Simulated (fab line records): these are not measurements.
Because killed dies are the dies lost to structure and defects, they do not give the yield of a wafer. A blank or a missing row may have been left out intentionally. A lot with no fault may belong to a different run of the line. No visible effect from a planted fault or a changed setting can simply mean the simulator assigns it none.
Chamber matching :: flow nand harc :: pecvd-03 running NHARC_P_M1_PRE_CLEAN_32: 3 sister chambers
The step time 12 s. 24 wafers are shown with their chamber, then 12 later ones without.

## WAFERS, EACH WITH ITS CHAMBER
wafer: L074.2
chamber: 0
heater power w (W): 685
susceptor temp C (C): 370.30

wafer: L074.5
chamber: 2
heater power w (W): 521
susceptor temp C (C): 370.27

wafer: L074.6
chamber: 0
heater power w (W): 668
susceptor temp C (C): 370.33

wafer: L076.3
chamber: 0
heater power w (W): 685
susceptor temp C (C): 369.74

wafer: L076.4
chamber: 1
heater power w (W): 675
susceptor temp C (C): 370.00

wafer: L076.6
chamber: 2
heater power w (W): 489
susceptor temp C (C): 369.64

wafer: L077.2
chamber: 0
heater power w (W): 681
susceptor temp C (C): 370.38

wafer: L077.3
chamber: 2
heater power w (W): 487
susceptor temp C (C): 369.80

wafer: L077.5
chamber: 2
heater power w (W): 488
susceptor temp C (C): 370.28

wafer: L083.1
chamber: 1
heater power w (W): 739
susceptor temp C (C): 370.06

wafer: L083.5
chamber: 1
heater power w (W): 712
susceptor temp C (C): 370.03

wafer: L083.6
chamber: 2
heater power w (W): 561
susceptor temp C (C): 369.74

wafer: L085.2
chamber: 0
heater power w (W): 734
susceptor temp C (C): 369.73

wafer: L085.4
chamber: 1
heater power w (W): 717
susceptor temp C (C): 369.85

wafer: L085.6
chamber: 0
heater power w (W): 711
susceptor temp C (C): 369.97

wafer: L086.1
chamber: 0
heater power w (W): 687
susceptor temp C (C): 369.90

wafer: L086.3
chamber: 2
heater power w (W): 507
susceptor temp C (C): 369.50

wafer: L086.4
chamber: 1
heater power w (W): 721
susceptor temp C (C): 369.90

wafer: L088.1
chamber: 2
heater power w (W): 536
susceptor temp C (C): 370.02

wafer: L088.2
chamber: 0
heater power w (W): 731
susceptor temp C (C): 370.19

wafer: L088.5
chamber: 0
heater power w (W): 731
susceptor temp C (C): 370.18

wafer: L089.4
chamber: 2
heater power w (W): 485
susceptor temp C (C): 370.07

wafer: L089.5
chamber: 1
heater power w (W): 649
susceptor temp C (C): 369.93

wafer: L089.6
chamber: 0
heater power w (W): 744
susceptor temp C (C): 370.01

SIGNATURES (averages over the wafers above)
reading: heater power w
chamber 0: 705.70
chamber 1: 702.17
chamber 2: 509.25
scatter within a chamber: 29.2

reading: susceptor temp C
chamber 0: 370.0730
chamber 1: 369.9617
chamber 2: 369.9150
scatter within a chamber: 0.232
Rule: for each reading, subtract the chamber's mean from the wafer's reading, divide by that reading's scatter and square the result; add these up over the readings and take the root, which gives the wafer's distance from the chamber. The wafer belongs to the nearest chamber; if the next one is less than 2 further off, it can't be placed. The scatter is the square root of a quotient: the sum, over the shown wafers, of each reading's squared deviation from its chamber's mean, divided by wafers minus chambers.

## WAFERS WHOSE CHAMBER IS MISSING
wafer: L090.1
heater power w (W): 695
susceptor temp C (C): 370.01

wafer: L090.4
heater power w (W): 739
susceptor temp C (C): 369.80

wafer: L090.5
heater power w (W): 477
susceptor temp C (C): 369.90

wafer: L091.1
heater power w (W): 538
susceptor temp C (C): 369.85

wafer: L091.4
heater power w (W): 641
susceptor temp C (C): 370.14

wafer: L091.5
heater power w (W): 728
susceptor temp C (C): 370.22

wafer: L092.1
heater power w (W): 700
susceptor temp C (C): 370.22

wafer: L092.2
heater power w (W): 685
susceptor temp C (C): 369.63

wafer: L092.6
heater power w (W): 540
susceptor temp C (C): 369.83

wafer: L096.3
heater power w (W): 662
susceptor temp C (C): 369.85

wafer: L096.4
heater power w (W): 684
susceptor temp C (C): 369.83

wafer: L096.5
heater power w (W): 661
susceptor temp C (C): 370.13

## CHAMBER TAKEN BY EACH
wafer: L090.1
from the rows above: can't be placed: 1 or 0
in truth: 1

wafer: L090.4
from the rows above: can't be placed: 1 or 0
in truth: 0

wafer: L090.5
from the rows above: 2
in truth: 2

wafer: L091.1
from the rows above: 2
in truth: 2

wafer: L091.4
from the rows above: can't be placed: 1 or 0
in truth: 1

wafer: L091.5
from the rows above: can't be placed: 0 or 1
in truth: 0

wafer: L092.1
from the rows above: can't be placed: 0 or 1
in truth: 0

wafer: L092.2
from the rows above: can't be placed: 1 or 0
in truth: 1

wafer: L092.6
from the rows above: 2
in truth: 2

wafer: L096.3
from the rows above: can't be placed: 1 or 0
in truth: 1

wafer: L096.4
from the rows above: can't be placed: 1 or 0
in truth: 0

wafer: L096.5
from the rows above: can't be placed: 0 or 1
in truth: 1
Correct placement for 3 of the 12. Not placeable from these rows: 9 (in 9, the candidates include the true chamber). Number placed wrongly: 0.
